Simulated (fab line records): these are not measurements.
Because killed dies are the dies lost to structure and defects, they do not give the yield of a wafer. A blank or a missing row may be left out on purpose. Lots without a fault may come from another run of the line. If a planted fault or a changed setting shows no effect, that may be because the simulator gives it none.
fab line records + flow n5Finfet
record
- lots=6
- wafers=18
- lastDay=17
route steps=1938 shown BEOL_M0@736 BEOL_M4@1111 PASSIVATION@1936
lots with no fault: from the same line, run without faults
startH: the number of hours between the record's first day and the start of the first shown wafer of the lot + waitH: how many hours have passed since the lot's step before this one + " identical to the entry in the row above + L1.1+2: several wafers, shown together as one row + - value missing, or start not given + * or withheld: withheld + < > ~ a bound
route shown NAME@n: a module of which the file shows steps, and the number in the route of the first + usual: average and standard deviation across the fault-free wafers + same: alike in all rows + chamber/n: place in a boat + sites: each site's reading + _std_site: standard deviation of those values + _edge_site: outer sites' mean less inner sites' + radiusMm: for every site, how far away it sits from the centre of the wafer + mask NAME#n: copy n + behind: the last tool/chamber to shape the wafer + hold: why the lot went on hold/how many hours it stayed there/how the hold came to an end + device: the transistor (n, p or np) that didn't switch + end of line: the same wafers' tests at the end of the route + a step given without rows: its recipe and nothing more + killed: the dies lost at the first sort to structure and to defects; this is not the yield of the wafer + map: a wafer's dies, x killed, . not, _ none there
set.NAME: the setting as run; set.NAME@STEP: as run at that earlier step + model.NAME: the simulator's own value behind a step, which no gauge read
certain route steps with their lots: each step a table, each wafer a row
services: a tool's chamber out of use, with start hour (startH, from the record's first day; less than 0 if before it), hours out, and reason
## steps
# step N5_BEOL_M0_SPUTTER_132
# recipe
- material=Cu
- targetThkA=40
- tempC=-20
- chamberPressurePa=0.07
- powerW=withheld
- timeS=7.37
# usual
- chuckSensorTempC=-15.9/0.45
- throttleValvePct=29.7/1
| lot.wafer | tool          | chamber | startH | waitH | chuckSensorTempC | throttleValvePct |
|-----------|---------------|---------|--------|-------|------------------|------------------|
| L995.1    | pvdSputter-01 | -       | 140.16 | 0.0   | -15.1            | 31.7             |
| L995.2    | "             | -       | "      | "     | -16.9            | 30.4             |
| L995.5    | "             | -       | "      | "     | -17.0            | 30.3             |
| L100.2    | pvdSputter-01 | -       | 155.53 | 0.0   | -16.0            | 28.4             |
| L100.3    | "             | -       | "      | "     | -17.0            | 30.5             |
| L100.5    | "             | -       | "      | "     | -15.8            | 29.1             |
| L101.3    | pvdSputter-03 | -       | 161.92 | 0.0   | -16.0            | 29.8             |
| L101.4    | "             | -       | "      | "     | -15.1            | 29.4             |
| L101.6    | "             | -       | "      | "     | -15.9            | 29.8             |
| L108.1    | pvdSputter-03 | -       | 202.77 | 0.0   | -16.2            | 31.3             |
| L108.3    | "             | -       | "      | "     | -15.6            | 28.0             |
| L108.4    | "             | -       | "      | "     | -16.0            | 29.5             |
| L113.4    | pvdSputter-03 | -       | 235.99 | 0.0   | -15.2            | 29.5             |
| L113.5    | "             | -       | "      | "     | -15.8            | 29.7             |
| L113.6    | "             | -       | "      | "     | -16.1            | 31.2             |
| L115.1    | pvdSputter-03 | -       | 244.05 | 0.0   | -15.3            | 29.5             |
| L115.3    | "             | -       | "      | "     | -16.0            | 30.0             |
| L115.6    | "             | -       | "      | "     | -16.1            | 29.7             |
# step N5_BEOL_M0_ANNEAL_133
# recipe
- tempC=400
- timeS=60
- ambient=vacuum
# step N5_BEOL_M0_SPUTTER_134
# recipe
- material=Cu
- targetThkA=40
- tempC=-20
- chamberPressurePa=0.07
- powerW=withheld
- timeS=7.37
# usual
- chuckSensorTempC=-15.9/0.45
- throttleValvePct=29.7/1.1
| lot.wafer | tool          | chamber | startH | waitH | chuckSensorTempC | throttleValvePct |
|-----------|---------------|---------|--------|-------|------------------|------------------|
| L995.1    | pvdSputter-01 | -       | 140.28 | 0.0   | -14.9            | 31.3             |
| L995.2    | "             | -       | "      | "     | -17.0            | 30.3             |
| L995.5    | "             | -       | "      | "     | -17.1            | 30.4             |
| L100.2    | pvdSputter-01 | -       | 155.65 | 0.0   | -16.0            | 28.1             |
| L100.3    | "             | -       | "      | "     | -16.9            | 30.4             |
| L100.5    | "             | -       | "      | "     | -15.8            | 29.1             |
| L101.3    | pvdSputter-03 | -       | 162.04 | 0.0   | -16.0            | 29.9             |
| L101.4    | "             | -       | "      | "     | -15.2            | 29.4             |
| L101.6    | "             | -       | "      | "     | -16.0            | 29.3             |
| L108.1    | pvdSputter-03 | -       | 202.90 | 0.0   | -16.1            | 31.5             |
| L108.3    | "             | -       | "      | "     | -15.7            | 28.0             |
| L108.4    | "             | -       | "      | "     | -16.1            | 29.8             |
| L113.4    | pvdSputter-03 | -       | 236.11 | 0.0   | -15.1            | 29.4             |
| L113.5    | "             | -       | "      | "     | -15.9            | 29.7             |
| L113.6    | "             | -       | "      | "     | -16.1            | 31.1             |
| L115.1    | pvdSputter-03 | -       | 244.17 | 0.0   | -15.1            | 29.3             |
| L115.3    | "             | -       | "      | "     | -15.9            | 29.6             |
| L115.6    | "             | -       | "      | "     | -16.0            | 29.6             |
# step N5_BEOL_M0_ANNEAL_135
# recipe
- tempC=400
- timeS=60
- ambient=vacuum
# usual
- heaterPowerW=868/150
| lot.wafer | tool          | chamber | startH | waitH | heaterPowerW |
|-----------|---------------|---------|--------|-------|--------------|
| L995.1    | pvdSputter-01 | -       | 140.36 | 0.0   | 845          |
| L995.2    | "             | -       | "      | "     | 724          |
| L995.5    | "             | -       | "      | "     | 733          |
| L100.2    | pvdSputter-01 | -       | 155.73 | 0.0   | 815          |
| L100.3    | "             | -       | "      | "     | 719          |
| L100.5    | "             | -       | "      | "     | 832          |
| L101.3    | pvdSputter-03 | -       | 162.12 | 0.0   | 860          |
| L101.4    | "             | -       | "      | "     | 765          |
| L101.6    | "             | -       | "      | "     | 852          |
| L108.1    | pvdSputter-03 | -       | 202.99 | 0.0   | 700          |
| L108.3    | "             | -       | "      | "     | 1206         |
| L108.4    | "             | -       | "      | "     | 856          |
| L113.4    | pvdSputter-03 | -       | 236.19 | 0.0   | 763          |
| L113.5    | "             | -       | "      | "     | 832          |
| L113.6    | "             | -       | "      | "     | 685          |
| L115.1    | pvdSputter-03 | -       | 244.25 | 0.0   | 776          |
| L115.3    | "             | -       | "      | "     | 834          |
| L115.6    | "             | -       | "      | "     | 802          |
# step N5_BEOL_M0_SPUTTER_141
# recipe
- material=Cu
- targetThkA=40
- tempC=-20
- chamberPressurePa=0.07
- powerW=withheld
- timeS=7.37
# step N5_BEOL_M0_ECD_118
# recipe
- material=Cu
- targetThkA=3000
# step N5_BEOL_M0_ANNEAL_119
# recipe
- tempC=225
- timeS=90
- ambient=N2
# usual
- wafer_temp_C_max=226.1/0.39
| lot.wafer | tool         | chamber | startH | waitH | wafer_temp_C_max |
|-----------|--------------|---------|--------|-------|------------------|
| L995.1    | rtpAnneal-01 | 0       | 140.60 | 0.1   | 225.9            |
| L995.2    | "            | 0       | "      | "     | 225.6            |
| L995.5    | "            | 0       | "      | "     | 225.7            |
| L100.2    | rtpAnneal-01 | 0       | 156.01 | 0.1   | 225.7            |
| L100.3    | "            | 0       | "      | "     | 225.7            |
| L100.5    | "            | 0       | "      | "     | 225.6            |
| L101.3    | rtpAnneal-02 | 0       | 162.45 | 0.1   | 226.7            |
| L101.4    | "            | 0       | "      | "     | 226.9            |
| L101.6    | "            | 0       | "      | "     | 226.0            |
| L108.1    | rtpAnneal-02 | 0       | 204.18 | 1.0   | 226.3            |
| L108.3    | "            | 0       | "      | "     | 226.3            |
| L108.4    | "            | 0       | "      | "     | 226.2            |
| L113.4    | rtpAnneal-01 | 0       | 236.56 | 0.2   | 226.1            |
| L113.5    | "            | 0       | "      | "     | 226.0            |
| L113.6    | "            | 0       | "      | "     | 226.1            |
| L115.1    | rtpAnneal-02 | 0       | 244.49 | 0.1   | 226.3            |
| L115.3    | "            | 0       | "      | "     | 225.9            |
| L115.6    | "            | 0       | "      | "     | 225.8            |
# step N5_BEOL_M0_CMP_120
# recipe
- stopOn=SiOC
- tOverpolishS=6.9
- downForcePsi=1
- platenRpm=50
- clearingPlatenDownForcePsi=1.5
- clearingPlatenRpm=50
- postCmpClean=cuAlkaline
- clearingPlatenPadVelocityMS=0.99484
- padVelocityMS=0.99484
# usual
- barrierFieldEndpointS=3.70/0.14
- motorCurrentA=5.9/0.72
- overpolishRunS=6.900/0.009
- padLifeWafers=999/690
- timeToEndpointS=64/3.3
| lot.wafer | tool   | chamber | startH | waitH | barrierFieldEndpointS | motorCurrentA | overpolishRunS | padLifeWafers | timeToEndpointS |
|-----------|--------|---------|--------|-------|-----------------------|---------------|----------------|---------------|-----------------|
| L995.2    | cmp-04 | 2       | 140.89 | 0.2   | 3.52                  | 5.3           | 6.903          | 72            | 68              |
| L995.1    | "      | 1       | "      | "     | 3.92                  | 6.3           | 6.895          | 75            | 69              |
| L995.5    | "      | 2       | "      | "     | 3.79                  | 5.4           | 6.889          | -             | 64              |
| L100.3    | cmp-01 | 0       | 156.27 | 0.2   | 3.79                  | 5.1           | 6.897          | 1536          | 61              |
| L100.2    | "      | 2       | "      | "     | 3.54                  | 5.9           | 6.906          | 1538          | 63              |
| L100.5    | "      | 0       | "      | "     | 3.72                  | 4.8           | 6.907          | -             | 63              |
| L101.3    | cmp-04 | 1       | 162.65 | 0.2   | 3.67                  | 6.6           | 6.901          | 216           | 66              |
| L101.4    | "      | 0       | "      | "     | 3.76                  | 5.0           | 6.902          | 219           | 65              |
| L101.6    | "      | 2       | "      | "     | 3.60                  | 5.1           | 6.894          | -             | 64              |
| L108.3    | cmp-01 | 2       | 204.48 | 0.2   | 3.63                  | 5.4           | 6.918          | 1758          | 62              |
| L108.1    | "      | 0       | "      | "     | 3.71                  | 5.0           | 6.918          | 1760          | 59              |
| L108.4    | "      | 1       | "      | "     | 3.78                  | 5.6           | 6.906          | 1761          | 68              |
| L113.4    | cmp-01 | 1       | 236.76 | 0.2   | 3.61                  | 5.6           | 6.902          | 2023          | 64              |
| L113.6    | "      | 0       | "      | "     | 3.61                  | 5.2           | 6.906          | -             | 58              |
| L113.5    | "      | 1       | "      | "     | 3.60                  | 6.0           | 6.904          | -             | 62              |
| L115.3    | cmp-04 | 3       | 244.79 | 0.2   | 3.70                  | 5.3           | 6.889          | 906           | 64              |
| L115.1    | "      | 0       | "      | "     | 3.80                  | 5.3           | 6.889          | 907           | 67              |
| L115.6    | "      | 3       | "      | "     | 3.81                  | 5.5           | 6.898          | -             | 65              |
# step N5_BEOL_M0_PRE_CLEAN_131
# recipe
- gas=NH3/H2
- timeS=15
- tempC=*
- rfPowerW=300
# step N5_BEOL_M0_CO_CAP_123
# recipe
- material=Co
- targetThkA=20
- tempC=200
- precursor=CCTBA/H2
- pressureTorr=30
- timeS=102.1
# step N5_BEOL_M0_PRE_CLEAN_124
# recipe
- gas=NH3
- timeS=15
- tempC=withheld
- rfPowerW=300
# step N5_BEOL_M0_DEP_125
# recipe
- material=SiCN
- targetThkA=80
- tempC=withheld
- precursor=3MS/NH3
- pressureTorr=3
- rfW=202
- timeS=14
# usual
- chamberPressureTorr=3.000/0.0063
- rfFwdPowerW=199.5/1
- showerheadPlenumPTorr=3.671/0.014
- throttleValvePct=9.0/0.41
| lot.wafer | tool     | chamber | startH | waitH | chamberPressureTorr | rfFwdPowerW | showerheadPlenumPTorr | throttleValvePct |
|-----------|----------|---------|--------|-------|---------------------|-------------|-----------------------|------------------|
| L995.1    | pecvd-03 | 0       | 141.39 | 0.0   | 3.002               | 199.8       | 3.672                 | 9.0              |
| L995.2    | "        | 2       | "      | "     | 2.994               | 200.1       | 3.664                 | 8.8              |
| L995.5    | "        | 0       | "      | "     | 3.013               | 198.6       | 3.683                 | 9.0              |
| L100.2    | pecvd-02 | 0       | 156.75 | 0.0   | -                   | -           | -                     | -                |
| L100.3    | "        | 2       | "      | "     | -                   | -           | -                     | -                |
| L100.5    | "        | 2       | "      | "     | -                   | -           | -                     | -                |
| L101.3    | pecvd-03 | 1       | 163.14 | 0.0   | -                   | -           | -                     | -                |
| L101.4    | "        | 1       | "      | "     | -                   | -           | -                     | -                |
| L101.6    | "        | 2       | "      | "     | -                   | -           | -                     | -                |
| L108.1    | pecvd-02 | 1       | 205.10 | 0.0   | 3.015               | 199.6       | 3.680                 | 9.1              |
| L108.3    | "        | 2       | "      | "     | 3.005               | 200.9       | 3.657                 | 8.7              |
| L108.4    | "        | 2       | "      | "     | 2.999               | 200.7       | 3.656                 | 8.7              |
| L113.4    | pecvd-03 | 2       | 237.23 | 0.0   | 2.998               | 199.9       | 3.662                 | 8.8              |
| L113.5    | "        | 0       | "      | "     | 3.004               | 199.0       | 3.668                 | 9.1              |
| L113.6    | "        | 1       | "      | "     | 3.006               | 197.8       | 3.640                 | 9.4              |
| L115.1    | pecvd-04 | 0       | 245.27 | 0.0   | 3.004               | 198.2       | 3.655                 | 8.6              |
| L115.3    | "        | 1       | "      | "     | 2.989               | 199.3       | 3.697                 | 9.3              |
| L115.6    | "        | 1       | "      | "     | 2.997               | 200.2       | 3.706                 | 9.3              |
# step N5_BEOL_M4_RC_MEAS_101
# usual
- DIBL_N=36.9/1.7
- DIBL_P=36.7/2.1
- IOFF_N=0.17/0.032
- IOFF_P=0.22/0.036
- ION_N=674/12
- ION_P=461/7
- SS_N=71.7/0.6
- SS_P=73.4/0.67
- VT_N=249/3.1
- VT_P=-250/3.2
| lot.wafer | tool      | chamber | startH | waitH | DIBL_N[mV/V] | DIBL_P[mV/V] | IOFF_N[nA/um] | IOFF_P[nA/um] | ION_N[uA/um] | ION_P[uA/um] | SS_N[mV/dec] | SS_P[mV/dec] | VT_N[mV] | VT_P[mV] |
|-----------|-----------|---------|--------|-------|--------------|--------------|---------------|---------------|--------------|--------------|--------------|--------------|----------|----------|
| L995.1    | prober-02 | 0       | 192.00 | 0.0   | 38.1         | 38.8         | 0.19          | 0.24          | 673          | 457          | 72.0         | 73.6         | 246      | -249     |
| L995.2    | "         | 0       | "      | "     | 36.9         | 36.1         | 0.16          | 0.19          | 673          | 454          | 71.5         | 73.8         | 251      | -251     |
| L995.5    | "         | 0       | "      | "     | 39.1         | 38.6         | 0.21          | 0.24          | 684          | 464          | 71.9         | 73.2         | 246      | -247     |
| L108.1    | prober-01 | 0       | 249.71 | 0.0   | 37.9         | 38.3         | 0.20          | 0.25          | 681          | 464          | 71.8         | 73.7         | 247      | -251     |
| L108.3    | "         | 0       | "      | "     | 37.7         | 37.7         | 0.20          | 0.24          | 686          | 467          | 72.0         | 74.1         | 247      | -247     |
| L108.4    | "         | 0       | "      | "     | 37.2         | 37.0         | 0.18          | 0.22          | 681          | 464          | 70.8         | 73.4         | 248      | -248     |
| L113.4    | prober-01 | 0       | 286.39 | 0.5   | 35.7         | 35.6         | 0.16          | 0.24          | 680          | 468          | 71.9         | 72.9         | 247      | -246     |
| L113.5    | "         | 0       | "      | "     | 33.9         | 33.3         | 0.12          | 0.19          | 660          | 460          | 71.3         | 72.2         | 254      | -249     |
| L113.6    | "         | 0       | "      | "     | 37.7         | 38.0         | 0.19          | 0.28          | 698          | 472          | 72.2         | 73.4         | 245      | -242     |
| L115.1    | prober-02 | 0       | 293.04 | 0.0   | 33.9         | 32.4         | 0.11          | 0.16          | 653          | 450          | 71.3         | 72.7         | 255      | -253     |
| L115.3    | "         | 0       | "      | "     | 34.6         | 33.8         | 0.13          | 0.19          | 654          | 453          | 72.4         | 73.2         | 253      | -251     |
| L115.6    | "         | 0       | "      | "     | 34.1         | 33.3         | 0.13          | 0.17          | 659          | 451          | 70.8         | 72.8         | 255      | -250     |
# step N5_PASSIVATION_PROBE_49
# usual
- defectLimitedYield=91.7/1.5
- killed_at_M0_to_M3=32/9.6
- killed_at_M4_up=13/5.3
- killedAtContacts=12/6.8
- killedAtFrontEnd=36/9.8
- killedAtOther=4/3.1
- killedDies=98/17
- killedOnRim=13/4
- killedOpen=65/13
- killedShort=32/8.5
- sort_bin_5_function=4.9/0.93
- sort_bin_6_memory=3.2/0.67
- sort_bin_8_speed=0.00/0.02
- sortNPass=1082/17
- sortYieldPct=91.7/1.4
# same
- grossDies=1180
- killedAtBackSide=0
- sort_bin_4_leakage[%]=0
| lot.wafer | tool      | chamber | startH | waitH | defectLimitedYield[%] | killed_at_M0_to_M3 | killed_at_M4_up | killedAtContacts | killedAtFrontEnd | killedAtOther | killedDies | killedOnRim | killedOpen | killedShort | sort_bin_5_function[%] | sort_bin_6_memory[%] | sort_bin_8_speed[%] | sortNPass | sortYieldPct[%] |
|-----------|-----------|---------|--------|-------|-----------------------|--------------------|-----------------|------------------|------------------|---------------|------------|-------------|------------|-------------|------------------------|----------------------|---------------------|-----------|-----------------|
| L101.3    | prober-02 | -       | 306.17 | 0.1   | 0                     | 1107               | 10              | 9                | 40               | 14            | 1180       | 152         | 65         | 51          | 96.3                   | 3.2                  | 0                   | 0         | 0               |
| L101.4    | prober-02 | -       | 306.22 | 0.2   | 0                     | 1120               | 14              | 14               | 31               | 1             | 1180       | 152         | 77         | 28          | 96.4                   | 3.1                  | 0                   | 0         | 0               |
| L101.6    | prober-02 | -       | 306.32 | 0.3   | 0                     | 1103               | 15              | 16               | 43               | 3             | 1180       | 152         | 68         | 27          | 96.4                   | 3.5                  | 0                   | 0         | 0               |
| L100.2    | prober-01 | -       | 306.43 | 0.1   | 0                     | 1107               | 23              | 10               | 36               | 4             | 1180       | 152         | 71         | 30          | 96.0                   | 3.6                  | 0                   | 0         | 0               |
| L100.3    | prober-01 | -       | 306.48 | 0.1   | 0                     | 1107               | 15              | 19               | 33               | 6             | 1180       | 152         | 73         | 25          | 97.1                   | 2.4                  | 0                   | 0         | 0               |
| L100.5    | prober-01 | -       | 306.58 | 0.2   | 0                     | 1109               | 10              | 15               | 42               | 4             | 1180       | 152         | 65         | 35          | 96.3                   | 3.6                  | 0                   | 0         | 0               |
# killed by level:class
L101.3 BEOL_M0:areaDep=1063 BEOL_M0_SAQP:geometricParticle:short=18 BEOL_M0_SAQP:geometricParticle:open=11 STI_FIN_REVEAL:geometricParticle:open=10 MOL_CONTACT_COAG:geometricParticle:open=7 MIM_TOP:geometricParticle:open=7 FIN_SAQP:geometricParticle:short=6 FIN_SAQP:geometricParticle:open=5
L101.4 BEOL_M0:areaDep=1075 STI_FIN_REVEAL:geometricParticle:open=16 BEOL_M2:geometricParticle:open=16 MOL_CONTACT_COAG:geometricParticle:open=11 BEOL_M0_SAQP:geometricParticle:open=11 BEOL_M0_SAQP:geometricParticle:short=7 BEOL_M5:geometricParticle:open=5 BEOL_M4:geometricParticle:open=4
L101.6 BEOL_M0:areaDep=1083 STI_FIN_REVEAL:geometricParticle:open=16 MOL_CONTACT_COAG:geometricParticle:open=13 FIN_SAQP:geometricParticle:short=6 BEOL_M0_SAQP:geometricParticle:open=5 FIN_SAQP:geometricParticle:open=4 STI_FIN_REVEAL:geometricParticle:short=4 GATE_CUT:geometricParticle:open=4
L100.2 BEOL_M0:areaDep=1077 BEOL_M4:geometricParticle:open=10 STI_FIN_REVEAL:geometricParticle:open=9 BEOL_M1:geometricParticle:open=8 BEOL_M3:geometricParticle:open=8 FIN_SAQP:geometricParticle:short=7 MOL_CONTACT_COAG:geometricParticle:open=7 BEOL_M0_SAQP:geometricParticle:open=6
L100.3 BEOL_M0:areaDep=1081 MOL_CONTACT_COAG:geometricParticle:open=18 BEOL_M0_SAQP:geometricParticle:open=11 STI_FIN_REVEAL:geometricParticle:open=8 BEOL_M3:geometricParticle:open=7 BEOL_M4:geometricParticle:open=7 DUMMY_GATE:geometricParticle:open=6 FIN_SAQP:geometricParticle:open=5
L100.5 BEOL_M0:areaDep=1079 MOL_CONTACT_COAG:geometricParticle:open=14 FIN_SAQP:geometricParticle:short=11 BEOL_M0_SAQP:geometricParticle:open=9 BEOL_M0_SAQP:geometricParticle:short=8 FIN_SAQP:geometricParticle:open=7 GATE_CUT:geometricParticle:open=7 GATE_CUT:geometricParticle:short=6
# map L100.2 (x killed, . not)
_________________xxxxxxxxxxxx________________
______________xxxxxxxxxxxxxxxxxx_____________
___________xxxxxxxxxxxxxxxxxxxxxxxx__________
__________xxxxxxxxxxxxxxxxxxxxxxxxxx_________
________xxxxxxxxxxxxxxxxxxxxxxxxxxxxxx_______
_______xxxxxxxxxxxxxxxxxxxxxxxxxxxxxxxx______
______xxxxxxxxxxxxxxxxxxxxxxxxxxxxxxxxxx_____
_____xxxxxxxxxxxxxxxxxxxxxxxxxxxxxxxxxxxx____
____xxxxxxxxxxxxxxxxxxxxxxxxxxxxxxxxxxxxxx___
___xxxxxxxxxxxxxxxxxxxxxxxxxxxxxxxxxxxxxxxx__
___xxxxxxxxxxxxxxxxxxxxxxxxxxxxxxxxxxxxxxxx__
__xxxxxxxxxxxxxxxxxxxxxxxxxxxxxxxxxxxxxxxxxx_
__xxxxxxxxxxxxxxxxxxxxxxxxxxxxxxxxxxxxxxxxxx_
_xxxxxxxxxxxxxxxxxxxxxxxxxxxxxxxxxxxxxxxxxxxx
_xxxxxxxxxxxxxxxxxxxxxxxxxxxxxxxxxxxxxxxxxxxx
_xxxxxxxxxxxxxxxxxxxxxxxxxxxxxxxxxxxxxxxxxxxx
_xxxxxxxxxxxxxxxxxxxxxxxxxxxxxxxxxxxxxxxxxxxx
_xxxxxxxxxxxxxxxxxxxxxxxxxxxxxxxxxxxxxxxxxxxx
_xxxxxxxxxxxxxxxxxxxxxxxxxxxxxxxxxxxxxxxxxxxx
_xxxxxxxxxxxxxxxxxxxxxxxxxxxxxxxxxxxxxxxxxxxx
_xxxxxxxxxxxxxxxxxxxxxxxxxxxxxxxxxxxxxxxxxxxx
__xxxxxxxxxxxxxxxxxxxxxxxxxxxxxxxxxxxxxxxxxx_
__xxxxxxxxxxxxxxxxxxxxxxxxxxxxxxxxxxxxxxxxxx_
___xxxxxxxxxxxxxxxxxxxxxxxxxxxxxxxxxxxxxxxx__
___xxxxxxxxxxxxxxxxxxxxxxxxxxxxxxxxxxxxxxxx__
____xxxxxxxxxxxxxxxxxxxxxxxxxxxxxxxxxxxxxx___
_____xxxxxxxxxxxxxxxxxxxxxxxxxxxxxxxxxxxx____
______xxxxxxxxxxxxxxxxxxxxxxxxxxxxxxxxxx_____
_______xxxxxxxxxxxxxxxxxxxxxxxxxxxxxxxx______
________xxxxxxxxxxxxxxxxxxxxxxxxxxxxxx_______
__________xxxxxxxxxxxxxxxxxxxxxxxxxx_________
___________xxxxxxxxxxxxxxxxxxxxxxxx__________
______________xxxxxxxxxxxxxxxxxx_____________
_________________xxxxxxxxxxxx________________
# map L101.3 (x killed, . not)
_________________xxxxxxxxxxxx________________
______________xxxxxxxxxxxxxxxxxx_____________
___________xxxxxxxxxxxxxxxxxxxxxxxx__________
__________xxxxxxxxxxxxxxxxxxxxxxxxxx_________
________xxxxxxxxxxxxxxxxxxxxxxxxxxxxxx_______
_______xxxxxxxxxxxxxxxxxxxxxxxxxxxxxxxx______
______xxxxxxxxxxxxxxxxxxxxxxxxxxxxxxxxxx_____
_____xxxxxxxxxxxxxxxxxxxxxxxxxxxxxxxxxxxx____
____xxxxxxxxxxxxxxxxxxxxxxxxxxxxxxxxxxxxxx___
___xxxxxxxxxxxxxxxxxxxxxxxxxxxxxxxxxxxxxxxx__
___xxxxxxxxxxxxxxxxxxxxxxxxxxxxxxxxxxxxxxxx__
__xxxxxxxxxxxxxxxxxxxxxxxxxxxxxxxxxxxxxxxxxx_
__xxxxxxxxxxxxxxxxxxxxxxxxxxxxxxxxxxxxxxxxxx_
_xxxxxxxxxxxxxxxxxxxxxxxxxxxxxxxxxxxxxxxxxxxx
_xxxxxxxxxxxxxxxxxxxxxxxxxxxxxxxxxxxxxxxxxxxx
_xxxxxxxxxxxxxxxxxxxxxxxxxxxxxxxxxxxxxxxxxxxx
_xxxxxxxxxxxxxxxxxxxxxxxxxxxxxxxxxxxxxxxxxxxx
_xxxxxxxxxxxxxxxxxxxxxxxxxxxxxxxxxxxxxxxxxxxx
_xxxxxxxxxxxxxxxxxxxxxxxxxxxxxxxxxxxxxxxxxxxx
_xxxxxxxxxxxxxxxxxxxxxxxxxxxxxxxxxxxxxxxxxxxx
_xxxxxxxxxxxxxxxxxxxxxxxxxxxxxxxxxxxxxxxxxxxx
__xxxxxxxxxxxxxxxxxxxxxxxxxxxxxxxxxxxxxxxxxx_
__xxxxxxxxxxxxxxxxxxxxxxxxxxxxxxxxxxxxxxxxxx_
___xxxxxxxxxxxxxxxxxxxxxxxxxxxxxxxxxxxxxxxx__
___xxxxxxxxxxxxxxxxxxxxxxxxxxxxxxxxxxxxxxxx__
____xxxxxxxxxxxxxxxxxxxxxxxxxxxxxxxxxxxxxx___
_____xxxxxxxxxxxxxxxxxxxxxxxxxxxxxxxxxxxx____
______xxxxxxxxxxxxxxxxxxxxxxxxxxxxxxxxxx_____
_______xxxxxxxxxxxxxxxxxxxxxxxxxxxxxxxx______
________xxxxxxxxxxxxxxxxxxxxxxxxxxxxxx_______
__________xxxxxxxxxxxxxxxxxxxxxxxxxx_________
___________xxxxxxxxxxxxxxxxxxxxxxxx__________
______________xxxxxxxxxxxxxxxxxx_____________
_________________xxxxxxxxxxxx________________
## services
| tool          | chamber | startH | hours | kind                          |
|---------------|---------|--------|-------|-------------------------------|
| cmp-01        | -       | 118.20 | 5.5   | pm                            |
| cmp-04        | -       | 118.36 | 4.0   | pm                            |
| cmp-04        | -       | 122.36 | -     | consumableReplace:conditioner |
| cmp-04        | -       | 122.36 | -     | consumableReplace:pad         |
| cmp-04        | -       | 122.36 | 11.9  | pm                            |
| cmp-01        | -       | 124.34 | 0.6   | repair                        |
| pvdSputter-03 | -       | 124.48 | 12.1  | repair                        |
| pvdSputter-01 | -       | 129.67 | 3.7   | repair                        |
| pecvd-03      | 1       | 140.56 | 5.5   | scheduledDown                 |
| cmp-04        | -       | 141.18 | 2.3   | repair                        |
| cmp-01        | -       | 144.90 | 0.5   | repair                        |
| pvdSputter-03 | -       | 150.18 | 7.7   | repair                        |
| cmp-01        | -       | 159.29 | 16.0  | pm                            |
| pecvd-03      | 2       | 164.62 | 5.5   | scheduledDown                 |
| cmp-01        | -       | 183.14 | 2.1   | repair                        |
| cmp-04        | -       | 203.67 | 4.3   | repair                        |
| pecvd-03      | 2       | 211.82 | 5.0   | scheduledDown                 |
## key
firstSign
- step=N5_BEOL_M0_DEP_125
- reading=toolRecord
- direction=missing
effect
- step=N5_PASSIVATION_PROBE_49
- reading=killed_at_M0_to_M3
- direction=up
- sigmas=99+
- usual=32
- struck=1109
moreKillsBornAt
- N5_BEOL_M0_DEP_125@pecvd-02=3237
- N5_BEOL_M0_DEP_125@pecvd-03=3221
metAt N5_BEOL_M0_DEP_125
struckWafers L100.2,L100.3,L100.5,L101.3,L101.4,L101.6
laterRowsLeftOut L100.2,L100.3,L100.5,L101.3,L101.4,L101.6
onsetBetween 141.39 156.75
fault
- kind=skippedStepWhole
- tool=pecvd-02,pecvd-03
- chamber=-
- onsetH=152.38
- steps=N5_BEOL_M0_DEP_125
- scope=struckLotsOnly
# laterRowsLeftOut: the simulator's readings of these wafers behind a module that went badly wrong aren't trusted and aren't shown, but for the sort
